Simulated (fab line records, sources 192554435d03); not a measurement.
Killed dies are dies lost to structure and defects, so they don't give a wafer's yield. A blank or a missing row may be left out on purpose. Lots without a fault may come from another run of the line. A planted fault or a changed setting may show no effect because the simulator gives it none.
Chamber matching | flow n5_finfet | N5_FIN_CUT_CUT_ETCH_27 on rie_diel-06: 4 sister chambers
The step etches SiO2 in CHF3/O2, target depth 4 nm, overetch 2 nm, time 4.9 s. 27 wafers are shown with their chamber, then 12 later ones without.

WAFERS WITH THEIR CHAMBER
wafer  | chamber | drypump_motor_current_A (A) | rf_vpp_V (V) | throttle_valve_pct (%)
L074.2 | 1       | 6.6                         | 519          | 18.78
L074.3 | 3       | 6.5                         | 538          | 18.53
L074.4 | 2       | 5.9                         | 516          | 19.00
L075.2 | 3       | 6.5                         | 538          | 18.54
L075.4 | 0       | 5.1                         | 523          | 18.78
L075.5 | 2       | 5.9                         | 514          | 18.99
L076.1 | 3       | 6.5                         | 539          | 18.55
L076.3 | 2       | 5.9                         | 516          | 19.00
L076.4 | 2       | 5.9                         | 516          | 19.01
L078.1 | 2       | 5.9                         | 515          | 19.01
L078.3 | 3       | 6.4                         | 539          | 18.55
L078.6 | 0       | 5.2                         | 524          | 18.77
L079.1 | 1       | 6.6                         | 527          | 18.36
L079.3 | 0       | 5.1                         | 524          | 18.77
L079.5 | 0       | 5.1                         | 522          | 18.79
L080.1 | 3       | 6.5                         | 539          | 18.56
L080.2 | 0       | 5.1                         | 523          | 18.77
L080.4 | 1       | 6.6                         | 527          | 18.38
L081.1 | 0       | 5.1                         | 524          | 18.78
L081.2 | 2       | 5.9                         | 513          | 19.03
L081.3 | 3       | 6.5                         | 536          | 18.57
L083.1 | 1       | 6.6                         | 527          | 18.37
L083.2 | 0       | 5.1                         | 523          | 18.80
L083.4 | 3       | 6.4                         | 537          | 18.58
L088.1 | 0       | 5.1                         | 523          | 18.81
L088.2 | 1       | 6.6                         | 527          | 18.40
L088.5 | 1       | 6.6                         | 528          | 18.39

SIGNATURES (means of the wafers above)
reading                 | chamber 0 | chamber 1 | chamber 2 | chamber 3 | scatter within a chamber
drypump_motor_current_A | 5.112     | 6.600     | 5.900     | 6.471     | 0.0316
rf_vpp_V                | 523.25    | 525.83    | 515.00    | 538.00    | 1.82
throttle_valve_pct      | 18.7838   | 18.4467   | 19.0067   | 18.5543   | 0.0776
Rule: a wafer's distance from a chamber is the root of the sum, over the readings, of the square of ((its reading less the chamber's mean) divided by the reading's scatter). The wafer belongs to the nearest chamber; if the next one is less than 2 further off, it can't be placed. The scatter: the root of (the sum of the squares of (reading less its chamber's mean) over the shown wafers, divided by (wafers less chambers)).

WAFERS WITHOUT THEIR CHAMBER
wafer  | drypump_motor_current_A (A) | rf_vpp_V (V) | throttle_valve_pct (%)
L090.1 | 6.6                         | 526          | 18.40
L090.3 | 5.1                         | 524          | 18.81
L090.5 | 6.6                         | 525          | 18.40
L091.2 | 5.9                         | 515          | 19.03
L091.3 | 6.6                         | 526          | 18.40
L091.4 | 6.5                         | 539          | 18.60
L092.1 | 6.6                         | 526          | 18.39
L092.2 | 6.5                         | 539          | 18.59
L092.5 | 6.6                         | 526          | 18.40
L093.2 | 6.6                         | 528          | 18.40
L093.4 | 5.9                         | 514          | 19.04
L093.6 | 6.6                         | 526          | 18.41

WHICH CHAMBER EACH WENT THROUGH
wafer  | from the rows above | in truth
L090.1 | 1                   | 1
L090.3 | 0                   | 0
L090.5 | 1                   | 1
L091.2 | 2                   | 2
L091.3 | 1                   | 1
L091.4 | 3                   | 3
L092.1 | 1                   | 1
L092.2 | 3                   | 3
L092.5 | 1                   | 1
L093.2 | 1                   | 1
L093.4 | 2                   | 2
L093.6 | 1                   | 1
Placed correctly: 12 of 12. Can't be placed from these rows: 0. Placed wrongly: 0.
